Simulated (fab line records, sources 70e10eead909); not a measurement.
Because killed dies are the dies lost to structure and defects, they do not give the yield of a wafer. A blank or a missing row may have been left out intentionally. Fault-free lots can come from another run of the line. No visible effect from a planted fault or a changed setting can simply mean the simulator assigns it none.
fab line records    flow nandHarc
record lots=14  wafers=42  lastDay=33
route steps=1302 shown P_BONDPAD@368 A_ONON_D1@440 A_CHANNEL_HOLE_D1@463
lots with no fault: from the same line, run without faults
startH: hours from the record's first day to the start of the lot's first wafer shown    waitH: time in hours since the lot's previous step    " the same as in the row above    L1.1+2: a single row standing in for several wafers    - no value, or no start given    * or withheld: withheld    < > ~ a bound
route shown NAME@n: NAME is a module with steps in the file, n the number in the route of the first one    usual: mean and standard deviation over wafers with no fault    same: alike in all rows    chamber/n: place in a boat    sites: per-site readings    _std_site: how widely they spread, as a standard deviation    _edge_site: inner sites' mean taken away from outer sites' mean    radiusMm: how far each site lies from the wafer's centre    mask NAME#n: copy n    behind: the most recent tool/chamber to have shaped the wafer    hold: why the lot was held/for how many hours/how that ended    device: the n, p or np transistor that did not switch    end of line: tests of these same wafers at the route's end    for a step that has no rows: nothing shown but its recipe    killed: count of dies lost to structure and defects at first sort (not the wafer's yield)    map: shows each die of a wafer: x if killed, . if not, _ if none is there
set.NAME: the run value of the setting; set.NAME@STEP: its run value at that earlier step    model.NAME: the simulator's own value behind a step, which no gauge read
steps of the route over a sample of lots; a table a step, a row a wafer
services: the hour from which a tool's chamber was out of use, counted from the record's first day as startH (under 0 if before that day), plus the number of hours and why
## steps
# step NHARC_P_BONDPAD_ETCH_37
# recipe targetDepthA=600  overetchA=180  timeS=65.91  ionEnergyEv=200  n2FlowSccm=150  h2FlowSccm=150  arFlowSccm=0  rfW=400  biasW=150  chemistry=N2/H2
# usual drypumpMotorCurrentA=5.9/0.5  oesProductAu=0.997/0.012  rfVppV=429.9/2.3  showerheadPlenumPTorr=2.02/0.079  throttleValvePct=14.172/0.0096
lot.wafer  tool        chamber  startH  waitH  drypumpMotorCurrentA  oesProductAu  rfHoursCounterH  rfVppV  showerheadPlenumPTorr  throttleValvePct
L231.2     rieDiel-12  1        134.69  0.1    5.9                   0.992         4.5              432.8   2.09                   14.184
L231.4     "           2        "       "      5.6                   0.992         3.2              426.6   1.93                   14.156
L231.1     "           0        "       "      5.9                   0.977         4.1              428.8   1.96                   14.165
L232.1     rieDiel-11  1        146.93  0.1    5.9                   0.993         2.4              431.3   2.07                   14.161
L232.4     "           2        "       "      6.0                   0.994         3.0              431.5   2.14                   14.171
L232.3     "           3        "       "      5.5                   1.004         3.2              427.0   1.95                   14.175
L233.4     rieDiel-09  0        156.25  0.1    5.3                   1.008         0.0              430.9   2.04                   14.169
L233.2     "           2        "       "      6.9                   1.010         0.0              429.3   1.93                   14.175
L233.3     "           3        "       "      6.2                   1.014         0.0              431.6   2.02                   14.168
L236.3     rieDiel-11  1        188.94  0.1    5.9                   0.970         4.6              432.0   2.07                   14.169
L236.5     "           2        "       "      6.0                   0.996         -                433.0   2.13                   14.180
L236.6     "           3        "       "      5.5                   0.990         -                427.3   1.95                   14.187
L239.1     rieDiel-11  2        216.74  0.1    6.0                   0.990         6.9              435.2   2.13                   14.171
L239.2     "           3        "       "      5.5                   1.004         8.1              428.8   1.95                   14.169
L239.6     "           1        "       "      5.9                   0.976         -                431.9   2.06                   14.183
L246.3     rieDiel-09  1        281.53  0.1    5.2                   0.986         2.2              430.8   2.12                   14.194
L246.6     "           2        "       "      6.8                   1.014         -                426.5   1.93                   14.153
L246.5     "           3        "       "      6.2                   0.984         -                429.9   2.02                   14.172
L245.4     rieDiel-11  0        282.20  0.1    5.5                   0.992         1.3              426.6   1.92                   14.155
L245.3     "           1        "       "      5.9                   0.978         1.7              431.0   2.06                   14.176
L245.6     "           0        "       "      5.5                   0.993         -                426.8   1.92                   14.178
L247.1     rieDiel-09  2        298.48  0.1    6.9                   1.014         2.3              428.2   1.93                   14.187
L247.3     "           0        "       "      5.3                   1.007         2.3              431.2   2.04                   14.179
L247.2     "           1        "       "      5.2                   0.994         2.4              433.5   2.12                   14.164
L249.3     rieDiel-12  0        312.52  0.1    5.9                   1.007         1.3              428.4   1.96                   14.199
L249.5     "           1        "       "      5.9                   1.027         -                432.2   2.08                   14.180
L249.4     "           3        "       "      6.2                   1.013         -                426.4   1.92                   14.173
L248.2     rieDiel-11  1        320.03  0.1    5.9                   0.980         3.2              430.6   2.06                   14.187
L248.3     "           2        "       "      6.0                   0.993         3.4              431.0   2.13                   14.166
L248.6     "           0        "       "      5.5                   0.990         -                426.9   1.92                   14.177
L250.2     rieDiel-11  0        326.94  0.1    5.5                   0.995         3.0              427.3   1.92                   14.192
L250.3     "           3        "       "      5.5                   0.995         3.1              429.2   1.95                   14.177
L250.5     "           1        "       "      5.9                   0.986         -                430.8   2.06                   14.171
L251.3     rieDiel-09  1        335.45  0.1    5.2                   0.991         0.0              434.3   2.12                   14.174
L251.4     "           3        "       "      6.2                   0.992         0.0              430.6   2.02                   14.169
L251.1     "           0        "       "      5.3                   1.019         0.0              431.4   2.04                   14.170
L252.3     rieDiel-11  3        339.20  0.1    5.5                   1.009         3.6              429.2   1.95                   14.180
L252.6     "           2        "       "      6.0                   0.998         -                433.1   2.13                   14.172
L252.5     "           3        "       "      5.5                   1.010         -                427.0   1.94                   14.163
L253.3     rieDiel-09  2        358.18  0.1    6.9                   0.999         0.7              427.9   1.93                   14.177
L253.1     "           0        "       "      5.3                   1.017         0.7              432.1   2.04                   14.186
L253.5     "           3        "       "      6.2                   0.990         -                429.0   2.02                   14.164
# step NHARC_A_ONON_D1_DEP_22
# recipe targetThkA=10000  n2FlowSccm=2750  n2oFlowSccm=2000  nh3FlowSccm=500  sih4FlowSccm=210  tempC=400
# usual susceptorTempC=399.98/0.2
lot.wafer  tool          chamber  startH  waitH  susceptorTempC
L231.1     pecvdOnon-04  0        173.92  0.1    399.86
L231.2     "             0        "       "      399.78
L231.4     "             0        "       "      399.79
L232.1     pecvdOnon-03  0        186.55  0.1    399.88
L232.3     "             0        "       "      400.17
L232.4     "             0        "       "      400.01
L233.2     pecvdOnon-01  0        194.46  0.1    400.27
L233.3     "             0        "       "      400.09
L233.4     "             0        "       "      400.01
L236.3     pecvdOnon-04  0        228.93  0.2    400.25
L236.5     "             0        "       "      400.02
L236.6     "             0        "       "      400.18
L239.1     pecvdOnon-04  0        256.22  0.1    400.20
L239.2     "             0        "       "      400.30
L239.6     "             0        "       "      400.12
L245.3     pecvdOnon-01  0        322.13  0.2    399.73
L245.4     "             0        "       "      399.84
L245.6     "             0        "       "      399.90
L246.3     pecvdOnon-03  0        322.27  0.3    400.03
L246.5     "             0        "       "      400.09
L246.6     "             0        "       "      399.94
L247.1     pecvdOnon-03  0        341.55  0.1    399.90
L247.2     "             0        "       "      400.27
L247.3     "             0        "       "      400.37
L248.2     pecvdOnon-01  0        356.58  0.1    399.70
L248.3     "             0        "       "      399.86
L248.6     "             0        "       "      400.05
L249.3     pecvdOnon-04  0        356.63  0.2    400.16
L249.4     "             0        "       "      400.25
L249.5     "             0        "       "      399.75
L250.2     pecvdOnon-01  0        363.69  0.1    399.40
L250.3     "             0        "       "      399.95
L250.5     "             0        "       "      399.84
L251.1     pecvdOnon-03  0        375.92  0.1    399.74
L251.3     "             0        "       "      399.65
L251.4     "             0        "       "      400.12
L252.3     pecvdOnon-04  0        376.05  0.2    400.03
L252.5     "             0        "       "      400.21
L252.6     "             0        "       "      400.09
L253.1     pecvdOnon-04  0        395.18  0.1    399.68
L253.3     "             0        "       "      399.78
L253.5     "             0        "       "      400.31
# step NHARC_A_ONON_D1_THK_MEAS_24
# recipe thkMeasGauge=ellipsometry
# usual thkNm=996/10
lot.wafer  tool          chamber  startH  waitH  thkNm
L231.1     filmMetro-01  -        174.43  -      968
L231.2     "             -        "       "      966
L231.4     "             -        "       "      964
L232.1     filmMetro-01  -        187.05  -      987
L232.3     "             -        "       "      987
L232.4     "             -        "       "      986
L233.2     filmMetro-02  -        194.92  -      991
L233.3     "             -        "       "      993
L233.4     "             -        "       "      993
L236.3     filmMetro-01  -        229.32  -      982
L236.5     "             -        "       "      1138
L236.6     "             -        "       "      982
L239.1     filmMetro-02  -        256.73  -      1000
L239.2     "             -        "       "      1153
L239.6     "             -        "       "      1001
L245.3     filmMetro-01  -        322.53  -      985
L245.4     "             -        "       "      986
L245.6     "             -        "       "      984
L246.3     filmMetro-01  -        322.66  -      993
L246.5     "             -        "       "      990
L246.6     "             -        "       "      991
L247.1     filmMetro-02  -        342.07  -      994
L247.2     "             -        "       "      995
L247.3     "             -        "       "      994
L249.3     filmMetro-01  -        357.03  -      1003
L249.4     "             -        "       "      1005
L249.5     "             -        "       "      1002
L248.2     filmMetro-02  -        357.03  -      996
L248.3     "             -        "       "      995
L248.6     "             -        "       "      996
L250.2     filmMetro-02  -        364.14  -      1006
L250.3     "             -        "       "      1005
L250.5     "             -        "       "      1005
L251.1     filmMetro-01  -        376.43  -      1008
L251.3     "             -        "       "      1007
L251.4     "             -        "       "      1006
L252.3     filmMetro-01  -        376.44  -      1012
L252.5     "             -        "       "      1012
L252.6     "             -        "       "      1012
L253.1     filmMetro-02  -        395.69  -      999
L253.3     "             -        "       "      998
L253.5     "             -        "       "      998
# step NHARC_A_CHANNEL_HOLE_D1_OVL_MEAS_11
# usual overlayXNm=0.2/0.76  overlayYNm=0.0/0.87
lot.wafer  tool        chamber  startH  waitH  overlayXNm  overlayYNm
L231.1     overlay-02  -        180.19  -      -0.4        -1.3
L231.2     "           -        "       "      -0.2        -1.4
L231.4     "           -        "       "      -0.6        -1.0
L232.1     overlay-02  -        191.50  -      -0.5        0.5
L232.3     "           -        "       "      -1.0        0.2
L232.4     "           -        "       "      -1.3        0.4
L233.2     overlay-01  -        203.27  -      -0.3        1.3
L233.3     "           -        "       "      -0.5        0.5
L233.4     "           -        "       "      -0.2        0.2
L236.3     overlay-01  -        233.97  -      -1.0        -1.1
L236.5     "           -        "       "      -1.4        -0.8
L236.6     "           -        "       "      -0.4        -1.0
L239.1     overlay-02  -        263.46  -      -0.1        -0.7
L239.2     "           -        "       "      -0.3        -0.3
L239.6     "           -        "       "      -0.2        -0.8
L245.3     overlay-02  -        326.98  -      0.5         -0.1
L245.4     "           -        "       "      0.6         0.1
L245.6     "           -        "       "      0.8         -0.1
L246.3     overlay-01  -        327.36  -      0.5         -0.5
L246.5     "           -        "       "      0.9         -0.4
L246.6     "           -        "       "      1.1         -0.4
L247.1     overlay-02  -        346.57  -      -0.3        -0.2
L247.2     "           -        "       "      -0.6        0.2
L247.3     "           -        "       "      -0.2        0.5
L248.2     overlay-01  -        361.36  -      0.4         0.5
L248.3     "           -        "       "      -0.2        0.5
L248.6     "           -        "       "      0.0         0.8
L249.3     overlay-02  -        362.51  -      0.5         -0.1
L249.4     "           -        "       "      1.3         -0.6
L249.5     "           -        "       "      0.4         -0.4
L250.2     overlay-02  -        369.88  -      0.1         -0.5
L250.3     "           -        "       "      0.1         -0.9
L250.5     "           -        "       "      0.1         -0.2
L251.1     overlay-01  -        384.90  -      0.1         1.4
L251.3     "           -        "       "      0.8         0.9
L251.4     "           -        "       "      0.4         0.9
L252.3     overlay-01  -        386.17  -      0.5         -0.2
L252.5     "           -        "       "      0.2         -0.2
L252.6     "           -        "       "      0.2         -0.4
L253.1     overlay-02  -        400.17  -      1.7         2.1
L253.3     "           -        "       "      1.7         1.5
L253.5     "           -        "       "      1.7         1.9
# step NHARC_A_CHANNEL_HOLE_D1_ETCH_34
# recipe targetDepthA=1540  timeS=77  cf4FlowSccm=100  chf3FlowSccm=30  arFlowSccm=0  rfW=500  biasW=200  chemistry=CF4/CHF3
# usual drypumpMotorCurrentA=5.7/0.38  oesProductAu=0.945/0.021  rfVppV=370.1/2.3  showerheadPlenumPTorr=1.56/0.067  throttleValvePct=16.802/0.009
lot.wafer  tool        chamber  startH  waitH  drypumpMotorCurrentA  oesProductAu  rfHoursCounterH  rfVppV  showerheadPlenumPTorr  throttleValvePct
L231.4     rieDiel-02  1        -       -      6.1                   0.922         47               374.7   1.69                   16.792
L231.1     "           2        "       "      5.6                   0.931         45               369.4   1.50                   16.796
L231.2     "           3        "       "      5.6                   0.935         42               368.4   1.54                   16.804
L232.3     rieDiel-02  3        -       -      5.7                   0.957         43               368.0   1.53                   16.808
L232.1     "           0        "       "      5.6                   0.962         48               368.2   1.52                   16.819
L232.4     "           1        "       "      6.1                   0.974         49               375.5   1.69                   16.798
L233.2     rieDiel-13  3        -       -      6.6                   0.951         7                371.4   1.61                   16.796
L233.3     "           0        "       "      5.3                   0.945         7                369.9   1.55                   16.797
L233.4     "           1        "       "      5.6                   0.966         8                370.9   1.59                   16.790
L236.3     rieDiel-13  3        -       -      6.6                   0.906         21               371.8   1.61                   16.804
L236.5     "           2        "       "      6.2                   0.920         -                368.8   1.52                   16.802
L236.6     "           3        "       "      6.6                   0.913         -                371.5   1.61                   16.809
L239.1     rieDiel-02  1        -       -      6.1                   0.991         10               373.5   1.68                   16.804
L239.2     "           2        "       "      5.5                   0.970         12               368.4   1.49                   16.797
L239.6     "           1        "       "      6.1                   0.981         -                375.1   1.68                   16.801
L245.3     rieDiel-02  3        -       -      5.7                   0.932         24               368.8   1.53                   16.798
L245.4     "           1        "       "      6.1                   0.918         28               373.4   1.68                   16.802
L245.6     "           3        "       "      5.7                   0.944         -                368.3   1.53                   16.780
L246.3     rieDiel-02  3        -       -      5.7                   0.967         25               368.7   1.53                   16.807
L246.6     "           0        "       "      5.6                   0.936         -                370.1   1.51                   16.808
L246.5     "           1        "       "      6.1                   0.944         -                374.0   1.68                   16.808
L247.1     rieDiel-07  0        -       -      5.0                   0.988         2                372.2   1.65                   16.822
L247.3     "           1        "       "      5.4                   0.991         2                370.1   1.57                   16.792
L247.2     "           2        "       "      5.7                   0.977         2                367.4   1.52                   16.806
L248.2     rieDiel-02  0        -       -      5.6                   0.910         40               370.8   1.51                   16.776
L248.3     "           1        "       "      6.1                   0.928         40               374.4   1.68                   16.811
L248.6     "           0        "       "      5.6                   0.908         -                367.9   1.51                   16.809
L249.3     rieDiel-07  2        -       -      5.8                   0.935         4                369.0   1.52                   16.813
L249.4     "           3        "       "      5.8                   0.967         4                366.5   1.48                   16.805
L249.5     "           3        "       "      5.8                   0.961         -                369.1   1.48                   16.822
L250.2     rieDiel-07  0        -       -      5.0                   0.934         4                372.5   1.65                   16.800
L250.3     "           2        "       "      5.8                   0.947         5                369.4   1.52                   16.799
L250.5     "           3        "       "      5.8                   0.951         -                366.7   1.48                   16.806
L251.4     rieDiel-07  1        -       -      5.4                   0.957         6                370.6   1.57                   16.807
L251.1     "           2        "       "      5.8                   0.968         6                368.8   1.52                   16.817
L251.3     "           0        "       "      5.1                   0.974         6                372.3   1.65                   16.805
L252.3     rieDiel-07  2        -       -      5.7                   0.938         6                369.3   1.52                   16.801
L252.5     "           1        "       "      5.3                   0.934         -                370.6   1.57                   16.807
L252.6     "           2        "       "      5.8                   0.942         -                369.1   1.52                   16.790
L253.3     rieDiel-07  0        -       -      5.1                   0.927         8                374.4   1.65                   16.797
L253.1     "           2        "       "      5.8                   0.942         7                368.1   1.52                   16.817
L253.5     "           1        "       "      5.3                   0.929         -                370.0   1.57                   16.807
## services
tool          chamber  startH  hours  kind
rieDiel-07    -        117.41  9.0    pm
rieDiel-11    0        120.40  3.3    repair
pecvdOnon-04  -        130.06  13.0   pm
rieDiel-02    3        137.90  3.8    repair
rieDiel-09    0        138.64  8.6    repair
rieDiel-02    3        142.98  4.2    repair
rieDiel-09    -        143.10  9.0    pm
rieDiel-11    -        158.38  0.8    repair
rieDiel-13    -        165.67  9.0    pm
rieDiel-02    1        204.14  16.0   repair
rieDiel-02    -        216.81  9.0    pm
pecvdOnon-03  -        227.00  13.0   pm
rieDiel-12    1        243.10  13.9   repair
rieDiel-11    -        255.50  9.0    pm
rieDiel-13    2        256.24  3.6    repair
rieDiel-13    0        265.24  8.2    repair
rieDiel-07    1        265.50  10.0   repair
pecvdOnon-01  -        269.25  13.0   pm
rieDiel-07    -        294.41  9.0    pm
pecvdOnon-04  -        311.24  13.0   pm
rieDiel-09    -        320.10  9.0    pm
rieDiel-09    2        335.80  1.9    repair
rieDiel-02    1        355.00  3.3    repair
rieDiel-02    -        393.83  9.0    pm
## key
firstSign step=NHARC_A_ONON_D1_THK_MEAS_24  reading=thkNm  direction=up  sigmas=14  usual=996  struck=1146
effect none on later readings
metAt NHARC_A_ONON_D1_DEP_22
struckLots L236,L239
struckWafers L236.5,L239.2
sortLeftOut L236.5,L239.2
testerLeftOut L236,L239
notActingAt NHARC_P_BONDPAD_ETCH_37,NHARC_A_CHANNEL_HOLE_D1_OVL_MEAS_11,NHARC_A_CHANNEL_HOLE_D1_ETCH_34
onsetBetween 173.92 228.93
fault kind=processParameterDrift  tool=pecvdOnon-04  chamber=-  onsetH=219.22  steps=NHARC_A_ONON_D1_DEP_22  channel=targetThkA  offset=*  shape=step  endH=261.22  scope=struckWafersOnly  actsIn=*  stated=*
# testerLeftOut: of these lots the tester's yield and bins aren't shown, on N5 and GAA mostly nor the transistor test; their killed dies are dies lost to structure and defects alone, not to doping, threshold or leakage, so they don't give the yield
# sortLeftOut: the simulated sort isn't trusted on such a fault, so these wafers' sort isn't shown, and their yield isn't known
